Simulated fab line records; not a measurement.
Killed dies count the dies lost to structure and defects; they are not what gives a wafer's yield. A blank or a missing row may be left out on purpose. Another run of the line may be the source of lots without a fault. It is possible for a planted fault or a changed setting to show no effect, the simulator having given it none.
Chamber matching | flow nand_harc | ald_hk-02 running NHARC_A_CHANNEL_FILL_D1_ALD_25: 4 sister chambers
The step deposits SiOx, target thk 60 nm, pulse time 10 s, ald cycles 600. 4 wafers are shown with their chamber, then 9 later ones without.

== WAFERS PAIRED WITH THEIR CHAMBERS ==
wafer  | chamber | heater_power_outer_w (W)
L081.6 | 0       | 244
L083.2 | 3       | 273
L088.1 | 1       | 263
L088.5 | 2       | 240

== WAFERS WHOSE CHAMBER IS MISSING ==
wafer  | heater_power_outer_w (W)
L090.1 | 236
L090.2 | 269
L090.6 | 240
L094.1 | 262
L094.3 | 247
L094.2 | 258
L097.2 | 239
L097.3 | 258
L097.6 | 268

== EACH ONE'S CHAMBER ==
wafer  | from the rows above     | in truth
L090.1 | can't be placed: 2 or 0 | 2
L090.2 | can't be placed: 3 or 1 | 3
L090.6 | can't be placed: 2 or 0 | 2
L094.1 | 1                       | 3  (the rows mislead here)
L094.3 | can't be placed: 0 or 2 | 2
L094.2 | 1                       | 1
L097.2 | can't be placed: 2 or 0 | 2
L097.3 | 1                       | 1
L097.6 | can't be placed: 1 or 3 | 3
Placed correctly: 2 of 9. Not placeable from these rows: 6 (in 6, the candidates include the true chamber). Number placed wrongly: 1.
How it was worked out, from the rows above alone: a wafer's distance from a chamber is the root of the sum, over the readings, of the square of ((its reading less the chamber's mean) divided by the reading's scatter). If the next closest chamber is less than 2 further off than the closest, the wafer can't be placed; otherwise it belongs to the closest. For every chamber, the mean is computed from those of its wafers that are shown. The scatter: with one shown wafer a chamber, the root of the mean of the squares of how far each hidden wafer lies from its nearest shown one.
